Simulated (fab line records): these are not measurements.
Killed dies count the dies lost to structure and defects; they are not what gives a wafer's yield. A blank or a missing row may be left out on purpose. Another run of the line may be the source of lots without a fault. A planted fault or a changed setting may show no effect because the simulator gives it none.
fab line records	flow n5Finfet	part 1 of 2: steps 1 to 3 of 6
[record] lots = 24	wafers = 72	lastDay = 18
route steps=1938 shown BEOL_M3@954
lots that met no fault: from a run of the same line without faults
startH: hours from the record's first day to the start of the lot's first wafer shown	waitH: how many hours have passed since the lot's step before this one	" unchanged from the row above	L1.1+2: a single row standing in for several wafers	- no value present, or no start provided	* or withheld: withheld	< > ~ a bound
route shown NAME@n: NAME is a module with steps in the file, n the number in the route of the first one	usual: mean and standard deviation over wafers with no fault	same: alike in all rows	chamber/n: place in a boat	sites: per-site readings	_std_site: their standard deviation	_edge_site: outer sites' mean less inner sites'	radiusMm: for every site, how far away it sits from the centre of the wafer	mask NAME#n: copy n	behind: the last tool/chamber to shape the wafer	hold: reason for holding the lot/hours on hold/outcome of the hold	device: the transistor (n, p or np) that didn't switch	end of line: the same wafers' tests at the end of the route	for a step that has no rows: nothing shown but its recipe	killed: count of dies lost to structure and defects at first sort (not the wafer's yield)	map: a wafer's dies, x killed, . not, _ none there
set.NAME: the setting the step ran with; set.NAME@STEP: the setting that earlier step ran with	model.NAME: the simulator's own value behind a step, which no gauge read
a sample of lots followed through the steps of the route, with each step as a table and each wafer as a row
services: when a tool's chamber went out of use (startH, in hours from the record's first day, below 0 if earlier), for how many hours, and the reason
[[steps]]
[step N5_BEOL_M3_HM_OPEN_17]
[recipe] chemistry = Cl2/BCl3	targetDepthA = 200	overetchA = 60	target = TiN	maskMaterial = SOC	ionEnergyEv = 150	pressureMtorr = 10	icpW = 1000	biasW = 126	Cl2_flow_sccm = 53.25	bcl3FlowSccm = 21.75	Ar_flow_sccm = 25
[usual] drypumpMotorCurrentA = 5.8/0.59	oesProductAu = 0.66/0.11	throttleValvePct = 22.07/0.22
lot.wafer	tool	chamber	startH	waitH	drypumpMotorCurrentA	oesProductAu	rfHoursCounterH	throttleValvePct
L074.3	rieMetal-02	1	143.20	0.1	6.6	0.58	-	21.91
L074.4	"	0	"	"	6.0	0.52	-	22.31
L074.6	"	1	"	"	6.6	0.58	-	21.90
L075.1	rieMetal-01	0	163.28	0.0	6.0	0.62	63	21.83
L075.3	"	0	"	"	6.0	0.62	-	21.84
L075.5	"	1	"	"	4.8	0.79	-	21.94
L076.1	rieMetal-03	1	169.81	0.0	5.4	0.51	131	22.35
L076.4	"	1	"	"	5.4	0.52	-	22.34
L076.6	"	0	"	"	5.8	0.52	-	22.40
L077.3	rieMetal-01	0	176.49	0.1	6.0	0.62	-	21.85
L077.4	"	1	"	"	4.7	0.79	-	21.94
L077.6	"	1	"	"	4.7	0.80	-	21.94
L078.2	rieMetal-03	0	179.79	0.0	5.7	0.50	127	22.43
L078.3	"	0	"	"	5.8	0.51	-	22.45
L078.6	"	1	"	"	5.4	0.51	-	22.37
L079.1	rieMetal-01	0	186.64	0.0	6.0	0.62	66	21.82
L079.4	"	1	"	"	4.7	0.78	-	21.92
L079.6	"	0	"	"	6.1	0.61	-	21.85
L080.4	rieMetal-01	0	188.54	0.1	6.1	0.61	-	21.83
L080.5	"	1	"	"	4.7	0.80	-	21.91
L080.6	"	0	"	"	6.0	0.61	-	21.86
L082.2	rieMetal-01	0	192.53	0.0	6.0	0.62	66	21.82
L082.4	"	0	"	"	6.0	0.61	-	21.85
L082.5	"	0	"	"	6.0	0.61	-	21.82
L081.3	rieMetal-03	0	202.00	0.1	5.8	0.51	-	22.46
L081.5	"	0	"	"	5.8	0.50	-	22.46
L081.6	"	0	"	"	5.8	0.51	-	22.43
L083.1	rieMetal-03	0	204.59	0.0	5.8	0.51	132	22.43
L083.4	"	0	"	"	5.8	0.51	-	22.44
L083.6	"	0	"	"	5.8	0.51	-	22.42
L084.1	rieMetal-02	1	222.58	0.0	6.6	0.56	82	21.93
L084.4	"	1	"	"	6.6	0.57	-	21.93
L084.6	"	1	"	"	6.6	0.57	-	21.92
L085.1	rieMetal-03	0	229.76	0.0	5.8	0.83	0	22.43
L085.2	"	1	"	"	5.4	0.80	4	21.89
L085.3	"	0	"	"	5.7	0.83	-	22.43
L087.1	rieMetal-03	1	236.29	0.0	5.4	0.80	5	21.90
L087.3	"	1	"	"	5.4	0.80	-	21.91
L087.5	"	0	"	"	5.8	0.82	-	22.43
L086.2	rieMetal-02	1	241.47	0.0	6.5	0.57	83	21.91
L086.3	"	1	"	"	6.6	0.57	-	21.92
L086.4	"	0	"	"	6.0	0.77	-	22.12
L090.1	rieMetal-02	0	241.69	0.0	6.0	0.76	5	22.13
L090.3	"	0	"	"	6.0	0.76	-	22.15
L090.6	"	0	"	"	6.0	0.76	-	22.14
L089.1	rieMetal-01	0	245.12	0.0	6.1	0.60	70	21.88
L089.5	"	0	"	"	6.1	0.60	-	21.86
L089.6	"	1	"	"	4.7	0.76	-	21.94
L088.1	rieMetal-02	1	245.58	0.0	6.6	0.57	84	21.94
L088.4	"	0	"	"	6.0	0.77	-	22.15
L088.5	"	1	"	"	6.6	0.56	-	21.94
L091.1	rieMetal-02	0	255.16	0.0	6.0	0.77	6	22.15
L091.2	"	1	"	"	6.5	0.56	84	21.93
L091.4	"	0	"	"	6.0	0.76	-	22.14
L092.1	rieMetal-02	0	258.57	0.0	6.0	0.76	6	22.13
L092.2	"	1	"	"	6.6	0.56	85	21.94
L092.3	"	1	"	"	6.6	0.56	-	21.94
L093.1	rieMetal-01	0	259.95	0.0	6.0	0.60	71	21.87
L093.3	"	0	"	"	6.0	0.60	-	21.85
L093.4	"	1	"	"	4.7	0.76	-	21.95
L096.3	rieMetal-02	0	282.51	0.1	6.0	0.74	-	22.16
L096.5	"	1	"	"	6.6	0.56	-	21.96
L096.6	"	0	"	"	6.0	0.75	-	22.15
L094.3	rieMetal-01	1	282.55	0.1	4.7	0.74	-	21.97
L094.4	"	0	"	"	6.1	0.59	-	21.88
L094.6	"	1	"	"	4.7	0.74	-	21.96
L095.2	rieMetal-01	1	286.03	0.0	4.7	0.75	16	21.94
L095.5	"	0	"	"	6.0	0.60	-	21.85
L095.6	"	1	"	"	4.7	0.74	-	21.95
L097.2	rieMetal-03	0	294.87	0.0	5.8	0.77	8	22.45
L097.3	"	0	"	"	5.8	0.75	-	22.45
L097.5	"	0	"	"	5.8	0.76	-	22.44
[step N5_BEOL_M3_ETCH_77]
[recipe] chemistry = N2/H2	target = underlayer	targetDepthA = 65	maskMaterial = CAR-EUV	timeS = 5.2	ionEnergyEv = 200	pressureMtorr = 30	sourceW = 840	biasW = 150	n2FlowSccm = 200	h2FlowSccm = 200	ends = cleared
[usual] drypumpMotorCurrentA = 5.6/0.42	etchRfOnTimeS = 5.28/0.18	oesProductAu = 0.66/0.067	rfVppV = 523.6/2.4	showerheadPlenumPTorr = 2.53/0.071	throttleValvePct = 17.94/0.27
lot.wafer	tool	chamber	startH	waitH	drypumpMotorCurrentA	etchRfOnTimeS	oesProductAu	rfHoursCounterH	rfVppV	showerheadPlenumPTorr	throttleValvePct
L074.3	rieDiel-03	3	143.83	0.0	6.4	4.99	0.79	36	524.9	2.63	18.38
L074.4	"	3	"	"	6.4	4.99	0.78	-	525.5	2.63	18.37
L074.6	"	1	"	"	5.4	5.42	0.78	-	529.3	2.70	17.79
L075.1	rieDiel-06	2	164.07	0.0	6.0	5.38	0.59	214	522.7	2.51	17.89
L075.3	"	1	"	"	5.7	5.33	0.63	167	525.4	2.54	18.08
L075.5	"	2	"	"	6.1	5.35	0.59	-	524.7	2.51	17.91
L076.1	rieDiel-03	1	170.59	0.0	5.4	5.47	0.76	15	528.6	2.70	17.80
L076.4	"	3	"	"	6.4	5.06	0.77	-	524.8	2.62	18.40
L076.6	"	1	"	"	5.4	5.44	0.76	-	530.7	2.69	17.77
L077.3	rieDiel-04	2	178.08	0.0	5.7	5.00	0.60	229	520.4	2.42	18.49
L077.4	"	1	"	"	5.2	5.13	0.61	204	521.5	2.51	17.80
L077.6	"	2	"	"	5.7	4.94	0.61	-	518.5	2.42	18.51
L078.2	rieDiel-06	2	180.54	0.0	6.0	5.27	0.60	218	524.5	2.51	17.89
L078.3	"	3	"	"	6.2	5.15	0.76	33	525.0	2.60	17.80
L078.6	"	3	"	"	6.2	5.13	0.75	-	526.1	2.60	17.80
L079.1	rieDiel-03	2	187.30	0.0	5.3	5.03	0.81	4	521.8	2.52	17.49
L079.4	"	3	"	"	6.3	4.93	0.77	51	525.0	2.62	18.39
L079.6	"	1	"	"	5.3	5.36	0.76	-	527.4	2.69	17.80
L080.4	rieDiel-06	0	189.17	0.0	5.2	5.52	0.68	72	521.1	2.45	17.53
L080.5	"	1	"	"	5.7	5.28	0.63	-	524.3	2.53	18.06
L080.6	"	0	"	"	5.2	5.59	0.69	-	524.0	2.45	17.54
L082.2	rieDiel-03	1	193.28	0.0	5.4	5.38	0.75	23	529.4	2.69	17.81
L082.4	"	3	"	"	6.4	5.05	0.75	54	526.8	2.62	18.42
L082.5	"	1	"	"	5.4	5.35	0.75	-	528.4	2.69	17.81
L081.3	rieDiel-06	2	204.07	0.0	6.1	5.35	0.58	227	522.6	2.50	17.93
L081.5	"	2	"	"	6.0	5.36	0.58	-	523.7	2.50	17.94
L081.6	"	1	"	"	5.7	5.23	0.62	-	525.8	2.53	18.07
L083.1	rieDiel-04	0	205.50	0.0	5.9	5.14	0.61	190	523.5	2.54	18.27
L083.4	"	3	"	"	5.2	5.36	0.73	46	523.1	2.48	17.81
L083.6	"	1	"	"	5.2	5.06	0.62	-	523.4	2.51	17.81
L084.1	rieDiel-04	1	223.24	0.0	5.3	5.24	0.60	213	523.3	2.51	17.82
L084.4	"	3	"	"	5.2	5.40	0.72	50	521.5	2.48	17.85
L084.6	"	3	"	"	5.2	5.45	0.72	-	521.1	2.48	17.84
L085.1	rieDiel-06	1	230.57	0.0	5.7	5.22	0.62	189	524.4	2.53	18.09
L085.2	"	2	"	"	6.0	5.38	0.58	235	522.7	2.50	17.94
L085.3	"	3	"	"	6.2	5.25	0.72	50	523.5	2.59	17.82
L087.1	rieDiel-04	1	236.94	0.0	5.2	5.20	0.60	217	521.8	2.51	17.83
L087.3	"	2	"	"	5.7	5.04	0.59	242	519.5	2.42	18.53
L087.5	"	3	"	"	5.2	5.39	0.72	-	520.7	2.48	17.85
L086.2	rieDiel-06	3	242.36	0.0	6.2	5.21	0.72	54	527.7	2.59	17.83
L086.3	"	2	"	"	6.1	5.39	0.58	239	520.5	2.50	17.97
L086.4	"	0	"	"	5.2	5.64	0.66	91	523.1	2.44	17.58
L090.1	rieDiel-04	3	242.64	0.0	5.2	5.35	0.71	57	523.0	2.48	17.87
L090.3	"	2	"	"	5.7	5.01	0.60	244	519.4	2.42	18.53
L090.6	"	3	"	"	5.2	5.41	0.72	-	521.8	2.48	17.85
L089.1	rieDiel-06	3	245.85	0.0	6.2	5.13	0.73	56	526.5	2.59	17.82
L089.5	"	2	"	"	6.0	5.36	0.58	-	523.4	2.50	17.96
L089.6	"	3	"	"	6.2	5.22	0.72	-	523.9	2.59	17.84
L088.1	rieDiel-06	2	246.89	0.0	6.0	5.38	0.57	241	523.0	2.50	17.96
L088.4	"	3	"	"	6.2	5.28	0.71	56	523.8	2.59	17.83
L088.5	"	3	"	"	6.2	5.26	0.71	-	524.0	2.59	17.85
L091.1	rieDiel-03	0	255.81	0.0	5.1	5.42	0.59	216	525.1	2.53	18.11
L091.2	"	2	"	"	5.3	5.14	0.75	21	521.6	2.51	17.50
L091.4	"	1	"	"	5.4	5.43	0.72	38	528.8	2.68	17.85
L092.1	rieDiel-06	2	259.55	0.0	6.1	5.35	0.57	246	521.1	2.49	17.96
L092.2	"	1	"	"	5.7	5.30	0.60	200	523.3	2.52	18.13
L092.3	"	0	"	"	5.2	5.58	0.66	100	521.5	2.44	17.59
L093.1	rieDiel-04	1	260.94	0.0	5.2	5.19	0.59	229	521.0	2.50	17.84
L093.3	"	0	"	"	5.9	5.15	0.61	211	522.2	2.54	18.28
L093.4	"	3	"	"	5.1	5.40	0.70	-	520.3	2.48	17.88
L096.3	rieDiel-06	0	283.13	0.0	5.2	5.54	0.65	107	522.6	2.44	17.61
L096.5	"	0	"	"	5.2	5.53	0.66	-	521.4	2.44	17.59
L096.6	"	1	"	"	5.7	5.24	0.61	-	523.6	2.52	18.11
L094.3	rieDiel-03	3	283.19	0.0	6.4	4.93	0.73	75	525.0	2.61	18.45
L094.4	"	0	"	"	5.1	5.37	0.59	224	523.3	2.53	18.12
L094.6	"	0	"	"	5.1	5.37	0.59	-	523.1	2.53	18.11
L095.2	rieDiel-06	3	286.86	0.0	6.2	5.14	0.71	72	527.0	2.58	17.88
L095.5	"	1	"	"	5.7	5.13	0.62	-	523.8	2.52	18.15
L095.6	"	3	"	"	6.2	5.08	0.71	-	524.0	2.58	17.85
L097.2	rieDiel-06	1	295.53	0.0	5.7	5.23	0.61	214	525.3	2.52	18.14
L097.3	"	3	"	"	6.2	5.24	0.70	76	525.4	2.58	17.85
L097.5	"	1	"	"	5.7	5.26	0.60	-	523.5	2.52	18.12
[step N5_BEOL_M3_VIA_ETCH_34]
[recipe] chemistry = C4F6/O2	targetDepthA = 694	maskMaterial = SOC	pressureMtorr = 15	ionEnergyEv = 250	taperDeg = 4	timeS = 65.9	sourceW = 350	biasW = 170	Ar_flow_sccm = 300	C4F6_flow_sccm = 10	O2_flow_sccm = 10
[usual] drypumpMotorCurrentA = 5.6/0.43	oesProductAu = 0.79/0.086	rfVppV = 671/30	showerheadPlenumPTorr = 2.84/0.09	throttleValvePct = 30.83/0.29
lot.wafer	tool	chamber	startH	waitH	drypumpMotorCurrentA	oesProductAu	rfHoursCounterH	rfVppV	showerheadPlenumPTorr	throttleValvePct
L074.3	rieDiel-04	2	153.50	0.0	5.7	0.70	222	634	2.71	31.32
L074.4	"	1	"	"	5.3	0.72	196	646	2.82	30.62
L074.6	"	1	"	"	5.2	0.72	-	646	2.82	30.62
L075.1	rieDiel-06	3	172.10	0.0	6.2	0.89	31	679	2.92	31.04
L075.3	"	1	"	"	5.7	0.75	169	714	2.80	30.61
L075.5	"	2	"	"	6.1	0.70	-	654	2.79	30.38
L076.1	rieDiel-03	1	172.34	0.0	5.4	0.90	16	718	3.03	30.81
L076.4	"	1	"	"	5.4	0.91	-	717	3.03	30.83
L076.6	"	0	"	"	5.1	0.72	-	714	2.84	30.96
L077.3	rieDiel-03	1	191.23	0.0	5.4	0.89	23	718	3.02	30.82
L077.4	"	2	"	"	5.3	0.93	5	673	2.80	30.37
L077.6	"	3	"	"	6.3	0.90	-	659	2.92	31.24
L078.2	rieDiel-03	2	199.43	0.0	5.3	0.92	9	673	2.80	30.37
L078.3	"	3	"	"	6.4	0.89	56	659	2.91	31.26
L078.6	"	1	"	"	5.4	0.89	-	718	3.02	30.81
L079.1	rieDiel-06	0	199.61	0.0	5.2	0.81	76	661	2.75	30.44
L079.4	"	3	"	"	6.2	0.87	39	679	2.92	31.05
L079.6	"	0	"	"	5.2	0.81	-	663	2.75	30.44
L080.4	rieDiel-03	0	199.79	0.0	5.1	0.71	204	715	2.84	30.97
L080.5	"	1	"	"	5.4	0.87	-	719	3.02	30.84
L080.6	"	0	"	"	5.1	0.71	-	715	2.84	30.98
L082.2	rieDiel-03	2	204.80	0.0	5.3	0.91	12	672	2.80	30.39
L082.4	"	1	"	"	5.4	0.87	29	719	3.02	30.83
L082.5	"	0	"	"	5.1	0.71	-	716	2.84	30.97
L081.3	rieDiel-04	1	205.18	0.0	5.2	0.71	208	646	2.82	30.65
L081.5	"	2	"	"	5.7	0.70	-	634	2.70	31.35
L081.6	"	3	"	"	5.2	0.86	-	647	2.77	30.79
L083.1	rieDiel-06	2	208.68	0.0	6.0	0.68	229	652	2.79	30.41
L083.4	"	3	"	"	6.2	0.87	43	677	2.92	31.05
L083.6	"	0	"	"	5.2	0.80	-	662	2.75	30.42
L084.1	rieDiel-03	3	224.12	0.0	6.4	0.88	64	659	2.91	31.26
L084.4	"	0	"	"	5.1	0.71	212	714	2.84	30.97
L084.6	"	2	"	"	5.3	0.90	-	672	2.80	30.39
L085.1	rieDiel-04	0	234.64	0.0	5.9	0.71	198	644	2.81	30.76
L085.2	"	3	"	"	5.1	0.84	54	648	2.77	30.79
L085.3	"	2	"	"	5.7	0.68	242	634	2.70	31.35
L087.1	rieDiel-04	3	244.83	0.0	5.2	0.83	58	647	2.77	30.80
L087.3	"	1	"	"	5.3	0.69	220	645	2.81	30.65
L087.5	"	3	"	"	5.2	0.84	-	645	2.77	30.80
L086.2	rieDiel-04	0	245.81	0.0	5.9	0.71	202	644	2.80	30.76
L086.3	"	2	"	"	5.7	0.69	246	636	2.70	31.35
L086.4	"	3	"	"	5.1	0.84	58	647	2.77	30.81
L090.1	rieDiel-04	2	249.78	0.0	5.7	0.69	248	635	2.70	31.35
L090.3	"	0	"	"	5.9	0.70	204	643	2.80	30.76
L090.6	"	0	"	"	5.9	0.70	-	644	2.80	30.76
L089.1	rieDiel-04	3	255.95	0.0	5.1	0.82	63	646	2.76	30.81
L089.5	"	3	"	"	5.1	0.82	-	647	2.76	30.81
L089.6	"	1	"	"	5.2	0.69	-	647	2.81	30.67
L088.1	rieDiel-06	0	256.84	0.0	5.2	0.77	99	661	2.74	30.44
L088.4	"	3	"	"	6.2	0.84	61	677	2.91	31.07
L088.5	"	2	"	"	6.0	0.67	-	652	2.78	30.44
L092.1	rieDiel-03	3	269.73	0.0	6.4	0.86	72	659	2.91	31.28
L092.2	"	0	"	"	5.1	0.70	220	714	2.83	30.97
L092.3	"	2	"	"	5.3	0.88	26	672	2.79	30.39
L093.1	rieDiel-04	2	269.75	0.0	5.7	1.01	1	643	3.04	31.30
L093.3	"	3	"	"	5.1	0.82	70	646	2.76	30.82
L093.4	"	1	"	"	5.2	0.69	233	645	2.81	30.67
L091.1	rieDiel-03	1	272.88	0.0	5.4	0.85	45	719	3.01	30.87
L091.2	"	2	"	"	5.3	0.87	27	672	2.79	30.38
L091.4	"	0	"	"	5.1	0.70	221	713	2.83	30.99
L096.3	rieDiel-03	2	289.38	0.0	5.3	0.87	30	673	2.79	30.40
L096.5	"	2	"	"	5.3	0.86	-	672	2.79	30.39
L096.6	"	1	"	"	5.4	0.87	-	718	3.01	30.85
L094.3	rieDiel-06	3	289.41	0.0	6.2	0.82	73	678	2.90	31.09
L094.4	"	1	"	"	5.7	0.72	-	714	2.78	30.65
L094.6	"	0	"	"	5.2	0.78	-	660	2.74	30.46
L095.2	rieDiel-04	1	292.16	0.0	5.3	0.68	241	646	2.80	30.67
L095.5	"	3	"	"	5.2	0.82	-	646	2.76	30.82
L095.6	"	2	"	"	5.7	0.96	-	646	3.03	31.31
L097.2	rieDiel-03	1	299.70	0.0	5.4	0.84	52	717	3.01	30.84
L097.3	"	0	"	"	5.1	0.69	229	715	2.83	31.00
L097.5	"	0	"	"	5.1	0.69	-	714	2.83	30.99
